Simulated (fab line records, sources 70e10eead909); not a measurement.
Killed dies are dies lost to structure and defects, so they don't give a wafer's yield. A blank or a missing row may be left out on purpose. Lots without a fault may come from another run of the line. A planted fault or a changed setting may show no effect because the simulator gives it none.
Which tool did it? | flow nand_harc | 11 lots, 33 wafers sampled, at 6 steps of a route of 1302

WHAT THE GAUGES READ, wafer by wafer
NHARC_P_START_INSPECT_01. Usual: raw_defect_count 3.5, standard deviation 1.7.
lot  | measured     | on                | raw_defect_count | flag
L661 | day 1 20:02  | defect_inspect-01 | 3 3 2            |
L662 | day 2 06:02  | defect_inspect-01 | 2 5 2            |
L663 | day 2 16:02  | defect_inspect-01 | 8 4 4            |
L665 | day 3 12:02  | defect_inspect-01 | 3 2 5            |
L667 | day 4 08:02  | defect_inspect-01 | 3 2 4            |
L668 | day 4 18:02  | defect_inspect-02 | 3 5 4            |
L671 | day 6 00:02  | defect_inspect-01 | 3 2 2            |
L674 | day 7 06:02  | defect_inspect-01 | 10 1 4           |
L676 | day 8 02:02  | defect_inspect-01 | 6 2 4            |
L677 | day 8 12:02  | defect_inspect-01 | 2 1 3            |
L684 | day 11 10:02 | defect_inspect-01 | 4 1 0            |

NHARC_P_ZERO_WELL_CD_MEAS_37: target cd 720 nm. Usual: cd_nm 718.3 nm, standard deviation 2.2.
lot  | measured     | on        | cd_nm (nm)        | flag
L661 | day 1 23:58  | cd_sem-02 | 720.5 714.9 716.1 |
L662 | day 2 10:14  | cd_sem-03 | 718.9 715.0 714.1 |
L663 | day 2 20:10  | cd_sem-03 | 716.9 713.7 717.1 |
L665 | day 3 16:19  | cd_sem-01 | 717.7 718.7 716.4 |
L667 | day 4 11:59  | cd_sem-02 | 720.0 720.3 717.3 |
L668 | day 4 22:17  | cd_sem-03 | 718.7 719.9 715.7 |
L671 | day 6 04:16  | cd_sem-01 | 718.8 720.8 716.7 |
L674 | day 7 11:11  | cd_sem-03 | 718.0 716.8 718.0 |
L676 | day 8 06:15  | cd_sem-02 | 715.7 716.5 719.7 |
L677 | day 8 16:17  | cd_sem-01 | - - -             | OFF
L684 | day 11 14:23 | cd_sem-03 | 722.8 724.2 724.3 |

NHARC_END_SORT_01. Usual: killed_at_array 59, standard deviation 21; killed_at_other 1.0, standard deviation 1.1; killed_at_periphery 4.0, standard deviation 2.6; killed_dies 64, standard deviation 21; killed_open 3.2, standard deviation 1.7; killed_short 2.5, standard deviation 1.5.
lot  | measured     | on        | killed_at_array | killed_at_other | killed_at_periphery | killed_dies | killed_open | killed_short | flag
L661 | day 25 18:26 | prober-02 | 19 29 28        | 0 0 2           | 2 6 3               | 21 35 33    | 3 3 4       | 0 4 2        |
L662 | day 26 02:17 | prober-01 | 44 55 47        | 1 2 1           | 3 2 8               | 48 59 56    | 2 3 2       | 5 2 2        |
L663 | day 25 17:35 | prober-01 | 18 23 14        | 2 2 0           | 2 1 5               | 22 26 19    | 4 3 3       | 3 3 1        |
L665 | day 27 00:02 | prober-02 | 22 21 36        | 0 0 0           | 9 5 1               | 31 26 37    | 4 4 1       | 3 3 5        |
L667 | day 27 14:42 | prober-01 | 58 62 50        | 0 0 0           | 3 2 6               | 61 64 56    | 5 2 3       | 1 2 3        |
L668 | day 27 18:27 | prober-02 | 80 68 65        | 0 1 0           | 3 1 1               | 83 70 66    | 3 3 1       | 2 2 0        |
L671 | day 28 16:09 | prober-01 | 86 98 93        | 0 1 0           | 3 1 1               | 89 100 94   | 3 0 0       | 4 6 4        |
L674 | day 29 22:45 | prober-01 | 79 99 87        | 0 2 2           | 9 7 3               | 88 108 92   | 1 1 2       | 4 2 2        |
L676 | day 30 17:33 | prober-02 | 68 71 66        | 0 3 5           | 2 3 6               | 70 77 77    | 2 4 4       | 3 4 3        |
L677 | day 30 09:40 | prober-02 | 45 53 60        | 0 1 1           | 632 623 616         | 677 677 677 | 3 3 2       | 0 1 2        | OFF
L684 | day 33 14:02 | prober-01 | 47 56 50        | 1 1 0           | 4 3 1               | 52 60 51    | 3 1 3       | 3 3 1        |

WHICH TOOL RAN EACH LOT (tool, then ch and the chambers of the sampled wafers, then the start)
lot  | NHARC_P_ZERO_WELL_DESCUM_13        | NHARC_P_ZERO_WELL_ETCH_62                    | NHARC_P_ZERO_WELL_EXPOSE_34
L661 | rie_diel-12 ch 0,1,3, day 1 21:24  | rie_diel-12 ch 1,2,3, day 1 23:49 or earlier | krf_scanner-01 ch 0, day 1 23:49
L662 | rie_diel-09 ch 0,1, day 2 07:23    | rie_diel-09 ch 0,2,3, day 2 10:04 or earlier | krf_scanner-01 ch 0, day 2 10:04
L663 | rie_diel-09 ch 1,2, day 2 17:23    | rie_diel-09 ch 0,1,2, day 2 20:01 or earlier | krf_scanner-03 ch 0, day 2 20:01
L665 | rie_diel-12 ch 0,1,3, day 3 13:34  | rie_diel-12 ch 0,3, day 3 16:10 or earlier   | krf_scanner-01 ch 0, day 3 16:10
L667 | rie_diel-09 ch 0,1, day 4 09:17    | rie_diel-09 ch 0,2,3, day 4 11:50 or earlier | krf_scanner-03 ch 0, day 4 11:50
L668 | rie_diel-09 ch 0,1, day 4 19:19    | rie_diel-09 ch 0,3, day 4 22:08 or earlier   | krf_scanner-01 ch 0, day 4 22:08
L671 | rie_diel-02 ch 0,2,3, day 6 01:24  | rie_diel-02 ch 1,2,3, day 6 04:07 or earlier | krf_scanner-04 ch 0, day 6 04:07
L674 | rie_diel-09 ch 0,1,2, day 7 08:20  | rie_diel-09 ch 0,1,3, day 7 11:02 or earlier | krf_scanner-04 ch 0, day 7 11:02
L676 | rie_diel-09 ch 1,2,3, day 8 03:25  | rie_diel-09 ch 0,2,3, day 8 06:05 or earlier | krf_scanner-01 ch 0, day 8 06:05
L677 | rie_diel-02 ch 0,1,2, day 8 13:28  | rie_diel-02 ch 0,1,2, day 8 16:07 or earlier | krf_scanner-01 ch 0, day 8 16:07
L684 | rie_diel-02 ch 0,2,3, day 11 11:26 | rie_diel-02 ch 1,2, day 11 14:13 or earlier  | krf_scanner-01 ch 0, day 11 14:13
- NHARC_P_ZERO_WELL_DESCUM_13: chemistry O2, time 3 s.
- NHARC_P_ZERO_WELL_ETCH_62: etches the open film in CHF3/Ar, target depth 13 nm, time 6.5 s.
- NHARC_P_ZERO_WELL_EXPOSE_34: exposes mask P PWELL, target cd 720 nm.

WHAT THE TOOLS THEMSELVES READ (means of the sampled wafers that have a number; where no wafer has one, the mark that the record gives instead)
NHARC_P_ZERO_WELL_DESCUM_13. Usual: drypump_motor_current_A 5.8 A, standard deviation 0.52; oes_product_au 1.001 a.u., standard deviation 0.013; rf_vpp_V 57.8 V, standard deviation 0.82; showerhead_plenum_p_Torr 1.92 Torr, standard deviation 0.076; throttle_valve_pct 11.311 %, standard deviation 0.0098.
lot  | tool        | drypump_motor_current_A (A) | oes_product_au (a.u.) | rf_vpp_V (V) | showerhead_plenum_p_Torr (Torr) | throttle_valve_pct (%) | flag
L661 | rie_diel-12 | 6.0                         | 1.005                 | 58.3         | 1.88                            | 11.308                 |
L662 | rie_diel-09 | 5.4                         | 0.986                 | 58.2         | 2.00                            | 11.305                 |
L663 | rie_diel-09 | 5.5                         | 0.984                 | 58.1         | 2.01                            | 11.312                 |
L665 | rie_diel-12 | 6.0                         | 1.009                 | 58.3         | 1.88                            | 11.318                 |
L667 | rie_diel-09 | 5.4                         | 0.982                 | 57.4         | 1.98                            | 11.311                 |
L668 | rie_diel-09 | 5.4                         | 0.981                 | 58.4         | 2.00                            | 11.323                 |
L671 | rie_diel-02 | 5.4                         | 1.002                 | 57.7         | 1.85                            | 11.311                 |
L674 | rie_diel-09 | 5.5                         | 1.015                 | 57.3         | 1.98                            | 11.305                 |
L676 | rie_diel-09 | 5.9                         | 0.999                 | 58.5         | 2.00                            | 11.311                 |
L677 | rie_diel-02 | 5.4                         | 0.999                 | 58.1         | 1.84                            | 11.319                 |
L684 | rie_diel-02 | 5.4                         | 1.000                 | 57.7         | 1.84                            | 11.317                 |

NHARC_P_ZERO_WELL_ETCH_62. Usual: drypump_motor_current_A 5.7 A, standard deviation 0.54; oes_product_au 0.957 a.u., standard deviation 0.019; rf_fwd_power_W 487.5 W, standard deviation 1.6; rf_vpp_V 370.8 V, standard deviation 2.1; showerhead_plenum_p_Torr 2.36 Torr, standard deviation 0.086; throttle_valve_pct 20.218 %, standard deviation 0.0086.
lot  | tool        | drypump_motor_current_A (A) | oes_product_au (a.u.) | rf_fwd_power_W (W) | rf_vpp_V (V) | showerhead_plenum_p_Torr (Torr) | throttle_valve_pct (%) | flag
L661 | rie_diel-12 | 5.7                         | 0.962                 | 485.8              | 370.4        | 2.34                            | 20.212                 |
L662 | rie_diel-09 | 5.8                         | 0.939                 | 487.5              | 373.1        | 2.43                            | 20.217                 |
L663 | rie_diel-09 | 5.5                         | 0.958                 | 487.9              | 372.2        | 2.43                            | 20.214                 |
L665 | rie_diel-12 | 5.8                         | 0.965                 | 485.7              | 369.7        | 2.31                            | 20.219                 |
L667 | rie_diel-09 | 5.8                         | 0.965                 | 487.0              | 372.3        | 2.42                            | 20.223                 |
L668 | rie_diel-09 | 5.7                         | 0.943                 | 488.1              | 372.3        | 2.41                            | 20.222                 |
L671 | rie_diel-02 | 5.6                         | 0.959                 | 487.6              | 369.5        | 2.28                            | 20.210                 |
L674 | rie_diel-09 | 5.8                         | 0.939                 | 487.9              | 371.7        | 2.43                            | 20.223                 |
L676 | rie_diel-09 | 5.8                         | 0.985                 | 487.4              | 372.6        | 2.41                            | 20.211                 |
L677 | rie_diel-02 | 5.4                         | 0.948                 | 488.2              | 368.7        | 2.26                            | 20.222                 |
L684 | rie_diel-02 | 5.6                         | 0.932                 | 489.4              | 369.5        | 2.26                            | 20.209                 |

NHARC_P_ZERO_WELL_EXPOSE_34. Usual: reticle_temp_C 23.01 C, standard deviation 0.091.
lot  | tool           | reticle_temp_C (C) | flag
L661 | krf_scanner-01 | 23.00              |
L662 | krf_scanner-01 | 23.02              |
L663 | krf_scanner-03 | 23.00              |
L665 | krf_scanner-01 | 23.02              |
L667 | krf_scanner-03 | 23.14              |
L668 | krf_scanner-01 | 23.01              |
L671 | krf_scanner-04 | 22.93              |
L674 | krf_scanner-04 | 22.93              |
L676 | krf_scanner-01 | 23.06              |
L677 | krf_scanner-01 | 23.09              |
L684 | krf_scanner-01 | 23.10              |

THE ANSWER, worked out from the rows above alone
Rule: a lot is off if the mean of its wafers that have a number lies more than 3 standard deviations from the usual mean. A lot without any number at a reading at which 4 lots or more have one is off too. The other lots that the step has rows for count as sound. The gauges are gone through in route order, then the tools' own readings, and for those a lot's mean is taken as printed above. The first step at which some lot is off is used, and at that step the reading that is off furthest; a lot without a number counts as furthest.
Off: L677, at NHARC_P_ZERO_WELL_CD_MEAS_37 (cd_nm). Without a number there: L677.
A tool fits if, at a process step before that reading, it ran every lot that is off, and no sound lot after the first of them. The gauges at NHARC_P_ZERO_WELL_CD_MEAS_37 aren't tried: what is off there is off at NHARC_END_SORT_01 too, on other tools, and a gauge's error can't cause that. NHARC_P_ZERO_WELL_ETCH_62 gives no start for some lots, so the hours and the order of its lots are those of NHARC_P_ZERO_WELL_EXPOSE_34. None of those tried fits.

WHAT THE SIMULATOR HAD PUT IN
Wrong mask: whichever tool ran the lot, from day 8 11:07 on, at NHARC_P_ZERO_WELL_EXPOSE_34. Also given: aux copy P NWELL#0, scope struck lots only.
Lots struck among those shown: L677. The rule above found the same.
